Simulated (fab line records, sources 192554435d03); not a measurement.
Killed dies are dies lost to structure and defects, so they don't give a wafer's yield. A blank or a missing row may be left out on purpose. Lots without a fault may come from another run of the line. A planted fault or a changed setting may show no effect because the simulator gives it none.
fab line records | flow n5_finfet
record lots=10 wafers=27 last_day=17
route steps=1938 shown HKMG_FIN@388 BEOL_M4@1087 BEOL_M5@1113 PASSIVATION@1936
lots that met no fault: from a run of the same line without faults
start_h: hours from the record's first day to the start of the lot's first wafer shown | wait_h: hours since the lot's step before | " the same as in the row above | L1.1+2: a row that stands for several wafers | - no value, or no start given | * or withheld: withheld | < > ~ a bound
route shown NAME@n: a module of which the file shows steps, and the number in the route of the first | usual: mean/standard deviation of fault-free wafers | same: alike in all rows | chamber/n: place in a boat | sites: the reading at each site | _std_site: their standard deviation | _edge_site: outer sites' mean less inner sites' | radius_mm: how far each site lies from the wafer's centre | mask NAME#n: copy n | behind: the tool/chamber that last shaped the wafer | hold: why the lot was held/for how many hours/how that ended | device: the transistor (n, p or np) that didn't switch | end of line: the same wafers' tests at the end of the route | a step without rows: its recipe alone | killed: dies lost to structure and defects at the first sort, not the wafer's yield | map: a wafer's dies, x killed, . not, _ none there
set.NAME: the setting as run; set.NAME@STEP: as run at that earlier step | model.NAME: the simulator's own value behind a step, which no gauge read
steps of the route over a sample of lots; a table a step, a row a wafer
services: from which hour (start_h, from the record's first day; less than 0 if before it) a tool's chamber was out of use, for how many hours, and why
## steps
# step N5_HKMG_FIN_ALD_74
# recipe material=La2O3 target_thk_a=5 temp_c=250 ald_precursor_family=La-Cp ald_co_reactant=O3 pulse_time_s=6 co_reactant_pulse_time_s=1 purge_time_s=3 co_reactant_purge_time_s=3
# usual heater_power_w=359/25 precursor_pulse_height_rel=1.002/0.019
# columns lot.wafer tool chamber start_h wait_h heater_power_w precursor_pulse_height_rel
L268.2 ald_hk-01 3 83.10 0.2 383 0.969
L268.3 " 1 " " 371 1.002
L268.4 " 2 " " 381 0.992
L269.2 ald_hk-03 0 88.24 0.2 316 0.996
L269.3 " 3 " " 326 1.002
L269.5 " 3 " " 330 0.983
L272.2 ald_hk-03 1 107.52 0.2 363 0.970
L272.3 " 3 " " 323 1.015
L272.6 " 2 " " 374 0.988
L273.2 ald_hk-03 3 112.48 0.2 319 0.994
L273.3 " 0 " " 321 1.021
L273.4 " 2 " " 375 1.015
L274.1 ald_hk-01 1 119.82 0.2 369 1.017
L274.4 " 3 " " 371 0.955
L274.5 " 1 " " 366 1.001
L275.1 ald_hk-01 3 125.79 0.2 377 1.016
L275.5 " 3 " " 378 1.002
L275.6 " 0 " " 350 0.978
L277.3 ald_hk-01 0 141.61 0.1 361 0.991
L277.4 " 1 " " 369 1.028
L277.5 " 2 " " 373 1.011
L279.2 ald_hk-02 2 155.65 0.2 350 0.986
L279.4 " 0 " " 369 0.970
L279.5 " 2 " " 349 0.982
L286.5 ald_hk-03 0 196.21 0.1 321 0.976
L287.1 ald_hk-03 2 198.06 0.2 365 0.994
L287.4 " 3 " " 337 1.014
# step N5_BEOL_M4_ANNEAL_80
# recipe temp_c=400 time_s=240 ambient=vacuum
# usual heater_power_w=816/66
# same time_s=240
# columns lot.wafer tool chamber start_h wait_h heater_power_w
L268.2 pvd_sputter-01 - 175.71 0.0 751
L268.3 " - " " 774
L268.4 " - " " 915
L269.2 pvd_sputter-02 - 180.45 0.0 914
L269.3 " - " " 904
L269.5 " - " " 891
L272.2 pvd_sputter-02 - 197.47 0.0 872
L272.3 " - " " 886
L272.6 " - " " 792
L274.1 pvd_sputter-01 - 200.48 0.0 775
L274.4 " - " " 844
L274.5 " - " " 894
L273.2 pvd_sputter-03 - 200.75 0.0 818
L273.3 " - " " 806
L273.4 " - " " 711
L275.1 pvd_sputter-03 - 205.59 0.0 816
L275.5 " - " " 706
L275.6 " - " " 838
L277.3 pvd_sputter-02 - 239.41 0.0 885
L277.4 " - " " 881
L277.5 " - " " 892
L279.2 pvd_sputter-01 - 242.42 0.0 883
L279.4 " - " " 834
L279.5 " - " " 847
L286.5 pvd_sputter-02 - 284.24 0.1 791
L287.1 pvd_sputter-02 - 287.72 0.0 883
L287.4 " - " " 794
# step N5_BEOL_M4_ANNEAL_87
# recipe temp_c=400 time_s=240 ambient=vacuum
# usual heater_power_w=814/65
# same time_s=240
# columns lot.wafer tool chamber start_h wait_h heater_power_w
L268.2 pvd_sputter-01 - 176.15 0.0 754
L268.3 " - " " 792
L268.4 " - " " 908
L269.2 pvd_sputter-02 - 180.89 0.0 908
L269.3 " - " " 875
L269.5 " - " " 894
L272.2 pvd_sputter-02 - 197.91 0.0 851
L272.3 " - " " 907
L272.6 " - " " 777
L274.1 pvd_sputter-01 - 200.92 0.0 763
L274.4 " - " " 862
L274.5 " - " " 908
L273.2 pvd_sputter-03 - 201.19 0.0 826
L273.3 " - " " 812
L273.4 " - " " 693
L275.1 pvd_sputter-03 - 206.03 0.0 804
L275.5 " - " " 680
L275.6 " - " " 822
L277.3 pvd_sputter-02 - 239.85 0.0 918
L277.4 " - " " 884
L277.5 " - " " 895
L279.2 pvd_sputter-01 - 242.86 0.0 910
L279.4 " - " " 849
L279.5 " - " " 866
L286.5 pvd_sputter-02 - 284.68 0.1 776
L287.1 pvd_sputter-02 - 288.16 0.0 874
L287.4 " - " " 774
# step N5_BEOL_M4_RC_MEAS_101
# usual DIBL_N=36.2/1.7 DIBL_P=36.6/1.9 IOFF_N=0.16/0.032 IOFF_P=0.21/0.037 IOFF_P_85C=3.6/0.54 IOFF_P_LIN=0.097/0.013 IOFF_P_LONG=0.000101/7.2e-06 ION_N=675/12 ION_P=460/8.1 SS_N=71.4/0.58 SS_P=73.4/0.64 VT_N=249/3.2 VT_N_LVT=96/3.6 VT_P=-252/3.4 VT_P_LONG=-277.0/2.8
# columns lot.wafer tool chamber start_h wait_h DIBL_N[mV/V] DIBL_P[mV/V] IOFF_N[nA/um] IOFF_P[nA/um] IOFF_P_85C[nA/um] IOFF_P_LIN[nA/um] IOFF_P_LONG[nA/um] ION_N[uA/um] ION_P[uA/um] SS_N[mV/dec] SS_P[mV/dec] VT_N[mV] VT_N_LVT[mV] VT_P[mV] VT_P_LONG[mV]
L268.2 prober-01 0 178.44 0.2 38.3 38.3 0.19 0.26 4.3 0.115 0.000109 684 460 71.3 74.0 246 92 -247 -274.1
L268.3 " 0 " " 40.0 40.5 0.24 0.31 5.0 0.131 0.000111 685 469 72.7 74.1 244 90 -242 -272.7
L268.4 " 0 " " 36.8 37.0 0.18 0.24 4.1 0.110 0.00012 685 466 71.6 73.1 247 92 -246 -270.6
L269.2 prober-02 0 183.29 0.2 38.1 38.5 0.19 0.23 3.8 0.103 0.000103 682 462 72.5 73.5 248 95 -250 -277.5
L269.3 " 0 " " 34.9 35.8 0.14 0.19 3.4 0.093 0.0001 657 450 71.9 72.8 253 99 -253 -278.0
L269.5 " 0 " " 36.7 37.3 0.17 0.21 3.6 0.098 9.7e-05 676 462 71.4 73.5 250 96 -253 -273.8
L272.2 prober-02 0 200.25 0.2 35.1 35.8 0.15 0.20 3.6 0.100 0.000103 688 470 71.5 73.1 249 96 -250 -274.0
L272.3 " 0 " " 34.4 34.5 0.14 0.19 3.3 0.092 0.0001 674 460 71.0 72.3 246 97 -252 -276.6
L272.6 " 0 " " 36.1 37.2 0.18 0.23 4.0 0.109 0.000103 681 468 71.5 73.6 246 94 -248 -272.4
L274.1 prober-01 0 203.10 0.0 39.4 39.6 0.27 0.30 5.0 0.129 9.7e-05 700 471 72.8 74.4 242 87 -245 -275.2
L274.4 " 0 " " 39.1 39.7 0.25 0.30 5.0 0.130 0.000104 697 473 71.7 74.9 241 90 -244 -274.5
L274.5 " 0 " " 38.0 38.2 0.23 0.27 4.6 0.121 9.8e-05 697 471 71.8 73.8 242 90 -250 -276.2
L273.2 prober-02 0 203.56 0.2 36.8 38.0 0.17 0.21 3.6 0.096 9.9e-05 669 454 72.3 73.7 248 95 -254 -277.6
L273.3 " 0 " " 35.1 37.1 0.14 0.18 3.2 0.089 0.000103 669 451 71.1 72.7 251 97 -251 -278.1
L273.4 " 0 " " 36.4 37.7 0.16 0.20 3.4 0.093 0.000103 672 450 71.1 73.2 246 95 -253 -277.5
L275.1 prober-02 0 208.18 0.0 35.6 36.2 0.16 0.19 3.3 0.091 0.000106 684 463 71.6 73.1 248 96 -250 -274.6
L275.5 " 0 " " 33.9 33.8 0.12 0.15 2.8 0.078 0.000108 671 455 71.2 73.2 253 100 -254 -273.6
L275.6 " 0 " " 34.7 35.1 0.14 0.17 3.0 0.082 0.000105 676 463 71.1 73.2 249 97 -253 -274.9
L277.3 prober-01 0 242.82 0.3 34.7 35.4 0.14 0.20 3.5 0.098 0.000111 669 461 70.6 72.9 253 102 -251 -272.9
L277.4 " 0 " " 34.1 35.4 0.14 0.21 3.5 0.099 0.000109 676 460 70.5 72.9 250 100 -247 -273.3
L277.5 " 0 " " 33.1 34.1 0.11 0.18 3.2 0.091 0.00011 649 456 70.7 73.4 256 105 -251 -275.3
L279.2 prober-02 0 245.13 0.2 36.2 37.0 0.16 0.20 3.6 0.092 9.7e-05 672 453 71.1 73.1 247 95 -253 -281.6
L279.4 " 0 " " 33.7 33.3 0.12 0.15 2.8 0.075 9.7e-05 665 450 71.1 72.2 252 99 -254 -282.9
L279.5 " 0 " " 36.9 37.8 0.18 0.22 3.8 0.098 9.5e-05 673 460 71.8 73.6 248 96 -251 -280.0
L286.5 prober-02 0 287.36 0.6 37.9 37.3 0.15 0.62 9.0 0.283 0.000223 671 508 71.1 73.7 250 129 -220 -249.6
L287.1 prober-02 0 290.30 0.0 36.0 35.2 0.16 0.68 9.7 0.320 0.000274 677 517 70.8 73.1 249 127 -217 -243.6
L287.4 " 0 " " 37.7 37.2 0.18 0.24 4.2 0.110 0.00011 697 471 71.9 73.8 247 93 -246 -274.9
# step N5_BEOL_M5_CURE_79
# recipe temp_c=385 time_s=240 ambient=He/Ar material=SiCOH_lowk
# usual lamp_power_pct=52.31/0.054 wafer_temp_C_max=386.7/0.55
# same time_s=240
# columns lot.wafer tool chamber start_h wait_h lamp_power_pct wafer_temp_C_max
L268.2 uv_cure-03 0 179.39 0.1 52.33 386.4
L268.3 " 0 " " 52.41 386.7
L268.4 " 0 " " 52.32 386.8
L269.2 uv_cure-02 0 184.31 0.2 52.15 386.4
L269.3 " 0 " " 52.34 386.8
L269.5 " 0 " " 52.33 386.8
L272.2 uv_cure-02 0 201.19 0.1 52.26 387.1
L272.3 " 0 " " 52.31 386.6
L272.6 " 0 " " 52.29 386.4
L274.1 uv_cure-02 1 204.12 0.0 52.23 386.4
L274.4 " 1 " " 52.35 386.2
L274.5 " 1 " " 52.31 386.7
L273.2 uv_cure-03 0 204.51 0.1 52.34 386.5
L273.3 " 0 " " 52.32 386.4
L273.4 " 0 " " 52.23 386.6
L275.1 uv_cure-01 1 209.20 0.0 52.28 386.7
L275.5 " 1 " " 52.41 386.6
L275.6 " 1 " " 52.25 386.9
L277.3 uv_cure-01 2 243.70 0.2 52.36 386.2
L277.4 " 2 " " 52.35 385.9
L277.5 " 2 " " 52.27 386.6
L279.2 uv_cure-03 0 246.08 0.1 52.33 386.0
L279.4 " 0 " " 52.22 386.3
L279.5 " 0 " " 52.35 385.8
L286.5 uv_cure-03 2 288.11 0.3 52.25 387.0
L287.1 uv_cure-02 1 291.32 0.0 52.29 385.7
L287.4 " 1 " " 52.31 386.3
# step N5_PASSIVATION_PROBE_49
# usual defect_limited_yield=91.3/1.5 killed_at_M0_to_M3=35/10 killed_at_M4_up=12/4.6 killed_at_contacts=13/6.6 killed_at_front_end=39/11 killed_at_other=4/3.4 killed_dies=103/17 killed_on_rim=14/4.1 killed_open=67/13 killed_short=35/8.2 sort_bin_4_leakage=0/0 sort_bin_5_function=5.1/0.94 sort_bin_6_memory=3.2/0.7 sort_n_pass=1077/17 sort_yield_pct=91.3/1.5
# same gross_dies=1180 killed_at_back_side=0 sort_bin_8_speed[%]=0
# columns lot.wafer tool chamber start_h wait_h defect_limited_yield[%] killed_at_M0_to_M3 killed_at_M4_up killed_at_contacts killed_at_front_end killed_at_other killed_dies killed_on_rim killed_open killed_short sort_bin_4_leakage[%] sort_bin_5_function[%] sort_bin_6_memory[%] sort_n_pass sort_yield_pct[%]
L268.2 prober-01 - 281.68 0.1 93.4 24 15 6 33 0 78 6 45 33 0 3.2 3.0 1102 93.4
L268.3 prober-01 - 281.73 0.1 91.0 36 14 21 33 2 106 19 68 37 0 5.3 3.2 1074 91.0
L268.4 prober-01 - 281.78 0.2 93.1 34 5 5 35 2 81 9 59 20 0 4.3 2.3 1099 93.1
L269.2 prober-01 - 283.83 0.2 91.3 25 16 28 34 0 103 13 76 25 0 4.9 3.5 1077 91.3
L269.3 prober-01 - 283.88 0.3 92.9 22 13 22 26 1 84 10 60 23 0 4.3 2.5 1096 92.9
L269.5 prober-01 - 283.98 0.4 91.5 48 10 13 25 4 100 11 63 36 0 5.6 2.5 1080 91.5
L273.2 prober-01 - 298.53 0.1 92.1 34 13 9 30 7 93 14 66 26 0 5.3 2.5 1087 92.1
L273.3 prober-01 - 298.58 0.1 91.9 34 11 8 37 6 96 15 67 27 0 5.4 2.5 1084 91.9
L273.4 prober-01 - 298.63 0.2 91.4 28 12 12 47 2 101 10 81 19 0 5.0 3.3 1079 91.4
L272.2 prober-01 - 303.20 0.1 91.2 30 13 14 44 3 104 21 63 36 0 4.1 3.5 1076 91.2
L272.3 prober-01 - 303.25 0.1 89.9 41 12 11 49 6 119 19 69 50 0 6.1 3.4 1061 89.9
L272.6 prober-01 - 303.40 0.3 92.7 34 19 11 22 0 86 8 56 30 0 3.8 3.0 1094 92.7
L275.1 prober-02 - 306.82 0.0 92.8 16 21 14 32 2 85 6 60 24 0 4.7 2.4 1095 92.8
L275.5 prober-02 - 307.02 0.2 90.9 27 30 19 27 4 107 12 70 37 0 5.3 3.4 1073 90.9
L275.6 prober-02 - 307.07 0.3 89.2 33 23 26 45 0 127 17 92 34 0 6.1 4.3 1053 89.2
L274.1 prober-01 - 310.30 0.0 90.3 46 11 20 36 1 114 11 75 39 0 5.7 3.8 1066 90.3
L274.4 prober-01 - 310.45 0.2 90.1 40 10 10 48 9 117 13 74 42 0 5.9 3.7 1063 90.1
L274.5 prober-01 - 310.50 0.2 88.5 49 11 7 61 8 136 13 82 54 0 6.4 4.5 1044 88.5
L279.2 prober-01 - 343.01 0.1 92.5 22 17 5 41 4 89 9 64 24 0 4.8 2.3 1091 92.5
L279.4 prober-01 - 343.11 0.2 90.7 28 16 13 43 10 110 13 82 27 0 5.3 3.7 1070 90.7
L279.5 prober-01 - 343.16 0.2 91.5 26 9 13 49 3 100 13 60 36 0 4.7 3.1 1080 91.5
L277.3 prober-02 - 345.66 0.1 92.6 18 11 16 38 4 87 13 47 39 0 3.6 3.1 1093 92.6
L277.4 prober-02 - 345.71 0.2 93.1 32 12 20 17 1 82 12 55 26 0 4.2 2.7 1098 93.1
L277.5 prober-02 - 345.76 0.2 93.1 30 6 15 27 3 81 16 52 28 0 4.2 2.6 1099 93.1
L286.5 prober-02 - 393.95 0.2 90.6 56 9 17 27 2 111 12 73 37 35.42 5.1 4.2 651 55.2
L287.1 prober-02 - 406.11 0.0 91.9 46 10 4 31 4 95 8 66 29 42.29 5.3 2.6 586 49.7
L287.4 prober-02 - 406.26 0.2 94.9 10 12 15 23 0 60 9 38 21 0 2.8 2.2 1120 94.9
# killed by level:class
L268.2 BEOL_M2:geometric_particle:open=11 BEOL_M0_SAQP:geometric_particle:short=9 DUMMY_GATE:geometric_particle:open=7 FIN_SAQP:geometric_particle:short=5 GATE_CUT:geometric_particle:short=5 BEOL_M4:geometric_particle:open=5 BEOL_M5:geometric_particle:open=5 STI_FIN_REVEAL:geometric_particle:open=4
L268.3 MOL_CONTACT_COAG:geometric_particle:open=14 STI_FIN_REVEAL:geometric_particle:open=11 BEOL_M0_SAQP:geometric_particle:short=11 BEOL_M0_SAQP:geometric_particle:open=9 BEOL_M4:geometric_particle:open=8 MOL_CONTACT_COAG:geometric_particle:short=7 BEOL_M1:geometric_particle:open=6 BEOL_M3:geometric_particle:open=4
L268.4 STI_FIN_REVEAL:geometric_particle:open=13 BEOL_M0_SAQP:geometric_particle:short=7 BEOL_M0_SAQP:geometric_particle:open=6 BEOL_M3:geometric_particle:open=6 FIN_SAQP:geometric_particle:open=5 MOL_CONTACT_COAG:geometric_particle:open=5 BEOL_M1:geometric_particle:open=4 BEOL_M2:geometric_particle:open=4
L269.2 MOL_CONTACT_COAG:geometric_particle:open=26 FIN_SAQP:geometric_particle:open=6 BEOL_M8:geometric_particle:open=5 STI_FIN_REVEAL:geometric_particle:open=5 BEOL_M1:geometric_particle:open=5 BEOL_M3:geometric_particle:open=5 STARTING-WAFER:geometric_particle:short=5 FIN_SAQP:geometric_particle:short=4
L269.3 MOL_CONTACT_COAG:geometric_particle:open=16 STI_FIN_REVEAL:geometric_particle:open=10 BEOL_M0_SAQP:geometric_particle:short=7 BEOL_M3:geometric_particle:open=7 MOL_CONTACT_COAG:geometric_particle:short=6 BEOL_M0_SAQP:geometric_particle:open=5 BEOL_M5:geometric_particle:open=4 FIN_SAQP:geometric_particle:open=3
L269.5 BEOL_M0_SAQP:geometric_particle:short=12 BEOL_M3:geometric_particle:open=11 MOL_CONTACT_COAG:geometric_particle:open=10 BEOL_M0_SAQP:geometric_particle:open=9 BEOL_M0:geometric_particle:open=6 DUMMY_GATE:geometric_particle:open=5 BEOL_M2:geometric_particle:open=4 STI_FIN_REVEAL:geometric_particle:open=3
L273.2 BEOL_M1:geometric_particle:open=9 STI_FIN_REVEAL:geometric_particle:open=8 MOL_CONTACT_COAG:geometric_particle:open=8 BEOL_M4:geometric_particle:open=7 BEOL_M0_SAQP:geometric_particle:open=6 BEOL_M2:geometric_particle:open=5 FIN_SAQP:geometric_particle:open=4 DUMMY_GATE:geometric_particle:open=4
L273.3 DUMMY_GATE:geometric_particle:open=13 BEOL_M1:geometric_particle:open=12 MOL_CONTACT_COAG:geometric_particle:open=6 BEOL_M0_SAQP:geometric_particle:open=6 FIN_SAQP:geometric_particle:open=5 BEOL_M2:geometric_particle:open=5 FIN_SAQP:geometric_particle:short=3 GATE_CUT:geometric_particle:short=3
L273.4 STI_FIN_REVEAL:geometric_particle:open=16 FIN_SAQP:geometric_particle:open=15 MOL_CONTACT_COAG:geometric_particle:open=12 BEOL_M1:geometric_particle:open=7 BEOL_M3:geometric_particle:open=7 BEOL_M4:geometric_particle:open=5 BEOL_M0_SAQP:geometric_particle:short=4 BEOL_M2:geometric_particle:open=4
L272.2 MOL_CONTACT_COAG:geometric_particle:open=13 FIN_SAQP:geometric_particle:short=9 BEOL_M4:geometric_particle:open=7 BEOL_M0_SAQP:geometric_particle:open=6 BEOL_M1:geometric_particle:open=5 BEOL_M3:geometric_particle:short=5 SPACER0:geometric_particle:open=4 GATE_CUT:geometric_particle:short=4
L272.3 FIN_SAQP:geometric_particle:short=14 FIN_SAQP:geometric_particle:open=9 MOL_CONTACT_COAG:geometric_particle:open=9 STI_FIN_REVEAL:geometric_particle:open=7 BEOL_M0_SAQP:geometric_particle:open=7 BEOL_M0_SAQP:geometric_particle:short=7 BEOL_M3:geometric_particle:open=6 BEOL_M4:geometric_particle:open=5
L272.6 BEOL_M7:geometric_particle:open=9 MOL_CONTACT_COAG:geometric_particle:open=8 FIN_SAQP:geometric_particle:short=6 BEOL_M2:geometric_particle:open=6 BEOL_M0:geometric_particle:open=5 BEOL_M1:geometric_particle:open=5 STI_FIN_REVEAL:geometric_particle:open=4 BEOL_M0_SAQP:geometric_particle:short=4
L275.1 FIN_SAQP:geometric_particle:open=12 MOL_CONTACT_COAG:geometric_particle:open=11 BEOL_M4:geometric_particle:open=11 BEOL_M3:geometric_particle:open=5 GATE_CUT:geometric_particle:short=4 BEOL_M1:geometric_particle:open=4 BEOL_M5:geometric_particle:short=4 FIN_SAQP:geometric_particle:short=3
L275.5 BEOL_M4:geometric_particle:open=19 MOL_CONTACT_COAG:geometric_particle:open=14 BEOL_M0_SAQP:geometric_particle:short=8 BEOL_M3:geometric_particle:open=7 DUMMY_GATE:geometric_particle:open=6 STI_FIN_REVEAL:geometric_particle:open=5 DUMMY_GATE:geometric_particle:short=5 MOL_CONTACT_COAG:geometric_particle:short=5
L275.6 MOL_CONTACT_COAG:geometric_particle:open=21 FIN_SAQP:geometric_particle:open=13 BEOL_M0_SAQP:geometric_particle:open=10 BEOL_M3:geometric_particle:open=9 FIN_SAQP:geometric_particle:short=8 BEOL_M4:geometric_particle:open=8 BEOL_M1:geometric_particle:open=6 STI_FIN_REVEAL:geometric_particle:open=5
L274.1 MOL_CONTACT_COAG:geometric_particle:open=12 BEOL_M2:geometric_particle:open=12 FIN_SAQP:geometric_particle:open=11 MOL_CONTACT_COAG:geometric_particle:short=8 STI_FIN_REVEAL:geometric_particle:open=7 BEOL_M1:geometric_particle:open=7 BEOL_M0_SAQP:geometric_particle:short=6 BEOL_M0_SAQP:geometric_particle:open=6
L274.4 STI_FIN_REVEAL:geometric_particle:open=13 BEOL_M0_SAQP:geometric_particle:open=13 BEOL_M0_SAQP:geometric_particle:short=11 FIN_SAQP:geometric_particle:open=9 MOL_CONTACT_COAG:geometric_particle:open=9 GATE_CUT:geometric_particle:short=6 BEOL_M3:geometric_particle:open=6 BEOL_M4:geometric_particle:open=6
L274.5 STI_FIN_REVEAL:geometric_particle:open=18 BEOL_M2:geometric_particle:open=12 GATE_CUT:geometric_particle:short=10 FIN_SAQP:geometric_particle:open=9 FIN_SAQP:geometric_particle:short=9 BEOL_M1:geometric_particle:open=9 BEOL_M0_SAQP:geometric_particle:open=6 MOL_CONTACT_COAG:geometric_particle:open=6
L279.2 FIN_SAQP:geometric_particle:open=13 STI_FIN_REVEAL:geometric_particle:open=7 BEOL_M3:geometric_particle:open=7 BEOL_M2:geometric_particle:open=6 BEOL_M4:geometric_particle:open=6 FIN_SAQP:geometric_particle:short=5 DUMMY_GATE:geometric_particle:open=4 BEOL_M1:geometric_particle:open=4
L279.4 FIN_SAQP:geometric_particle:open=17 MOL_CONTACT_COAG:geometric_particle:open=12 BEOL_M3:geometric_particle:open=8 FIN_SAQP:geometric_particle:short=6 BEOL_M2:geometric_particle:open=6 STI_FIN_REVEAL:geometric_particle:open=5 BEOL_M0_SAQP:geometric_particle:open=5 MIM_TOP_ETCH:geometric_particle:short=5
L279.5 FIN_SAQP:geometric_particle:open=14 MOL_CONTACT_COAG:geometric_particle:open=9 BEOL_M0_SAQP:geometric_particle:short=6 BEOL_M2:geometric_particle:open=6 FIN_SAQP:geometric_particle:short=5 BEOL_M0_SAQP:geometric_particle:open=5 STARTING-WAFER:geometric_particle:short=5 STI_FIN_REVEAL:geometric_particle:open=4
L277.3 MOL_CONTACT_COAG:geometric_particle:open=12 STI_FIN_REVEAL:geometric_particle:open=8 BEOL_M3:geometric_particle:open=8 FIN_SAQP:geometric_particle:short=7 GATE_CUT:geometric_particle:short=5 STARTING-WAFER:geometric_particle:short=5 MOL_CONTACT_COAG:geometric_particle:short=4 BEOL_M4:geometric_particle:open=4
L277.4 MOL_CONTACT_COAG:geometric_particle:open=17 BEOL_M0_SAQP:geometric_particle:open=11 BEOL_M0_SAQP:geometric_particle:short=5 BEOL_M3:geometric_particle:short=5 BEOL_M3:geometric_particle:open=5 STARTING-WAFER:geometric_particle:short=5 GATE_CUT:geometric_particle:short=3 MOL_CONTACT_COAG:geometric_particle:short=3
L277.5 MOL_CONTACT_COAG:geometric_particle:open=11 BEOL_M0_SAQP:geometric_particle:open=10 BEOL_M3:geometric_particle:open=8 BEOL_M0_SAQP:geometric_particle:short=7 FIN_SAQP:geometric_particle:open=6 FIN_SAQP:geometric_particle:short=4 ILD0:geometric_particle:open=4 MOL_CONTACT_COAG:geometric_particle:short=4
L286.5 BEOL_M3:geometric_particle:open=19 MOL_CONTACT_COAG:geometric_particle:open=14 BEOL_M0_SAQP:geometric_particle:short=9 BEOL_M1:geometric_particle:open=8 FIN_SAQP:geometric_particle:open=6 BEOL_M2:geometric_particle:open=6 BEOL_M0_SAQP:geometric_particle:open=5 DUMMY_GATE:geometric_particle:open=3
L287.1 BEOL_M2:geometric_particle:open=11 FIN_SAQP:geometric_particle:short=10 BEOL_M0_SAQP:geometric_particle:open=10 FIN_SAQP:geometric_particle:open=8 BEOL_M3:geometric_particle:open=8 BEOL_M0_SAQP:geometric_particle:short=6 STI_FIN_REVEAL:geometric_particle:open=4 MOL_CONTACT_COAG:geometric_particle:open=4
L287.4 MOL_CONTACT_COAG:geometric_particle:open=11 FIN_SAQP:geometric_particle:open=6 FIN_SAQP:geometric_particle:short=4 MOL_CONTACT_COAG:geometric_particle:short=4 BEOL_M4:geometric_particle:open=4 STI_FIN_REVEAL:geometric_particle:open=3 GATE_CUT:geometric_particle:short=3 BEOL_M0_SAQP:geometric_particle:open=3
## services
# columns tool chamber start_h hours kind
ald_hk-01 - 65.59 2.3 repair
uv_cure-03 - 70.60 2.1 pm
ald_hk-02 - 79.07 0.5 repair
ald_hk-02 - 87.24 2.8 pm
pvd_sputter-03 - 101.84 8.9 repair
ald_hk-02 - 114.01 14.6 pm
uv_cure-02 - 125.30 2.4 repair
uv_cure-01 - 132.26 7.5 pm
uv_cure-02 - 156.67 0.4 repair
pvd_sputter-01 - 157.09 9.9 repair
ald_hk-02 - 169.12 8.7 pm
ald_hk-01 - 176.84 2.8 pm
uv_cure-02 - 179.33 1.0 pm
uv_cure-03 - 185.80 6.9 repair
ald_hk-01 - 188.01 8.7 pm
ald_hk-03 - 193.43 0.8 repair
ald_hk-01 - 209.64 0.5 repair
uv_cure-01 - 217.77 2.1 pm
uv_cure-02 - 221.96 3.4 pm
uv_cure-02 - 235.10 28.1 pm
uv_cure-01 - 249.88 0.8 repair
uv_cure-01 - 277.81 1.0 repair
uv_cure-01 - 291.28 2.8 pm
## key
first_sign step=N5_BEOL_M4_RC_MEAS_101 reading=IOFF_P_LONG direction=up sigmas=21 usual=0.000101 struck=0.000249
effect step=N5_BEOL_M4_RC_MEAS_101 reading=IOFF_P_LIN direction=up sigmas=15 usual=0.097 struck=0.302
effect step=N5_BEOL_M4_RC_MEAS_101 reading=IOFF_P direction=up sigmas=12 usual=0.21 struck=0.65
effect step=N5_BEOL_M4_RC_MEAS_101 reading=VT_P_LONG direction=up sigmas=11 usual=-277.0 struck=-246.6
effect step=N5_BEOL_M4_RC_MEAS_101 reading=IOFF_P_85C direction=up sigmas=11 usual=3.6 struck=9.4
effect step=N5_BEOL_M4_RC_MEAS_101 reading=VT_P direction=up sigmas=9.5 usual=-252 struck=-219
effect step=N5_BEOL_M4_RC_MEAS_101 reading=VT_N_LVT direction=up sigmas=8.8 usual=96 struck=128
effect step=N5_BEOL_M4_RC_MEAS_101 reading=ION_P direction=up sigmas=6.5 usual=460 struck=513
effect step=N5_PASSIVATION_PROBE_49 reading=sort_bin_4_leakage direction=up sigmas=99+ usual=0 struck=38.86
met_at N5_HKMG_FIN_ALD_74
struck_lots L286,L287
struck_wafers L286.5,L287.1
not_acting_at N5_BEOL_M4_ANNEAL_80,N5_BEOL_M4_ANNEAL_87,N5_BEOL_M5_CURE_79
onset_between 112.48 196.21
fault kind=process_parameter_drift tool=ald_hk-03 chamber=- onset_h=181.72 steps=N5_HKMG_FIN_ALD_74 channel=target_thk_a offset=* shape=step end_h=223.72 scope=struck_wafers_only acts_in=* stated=*
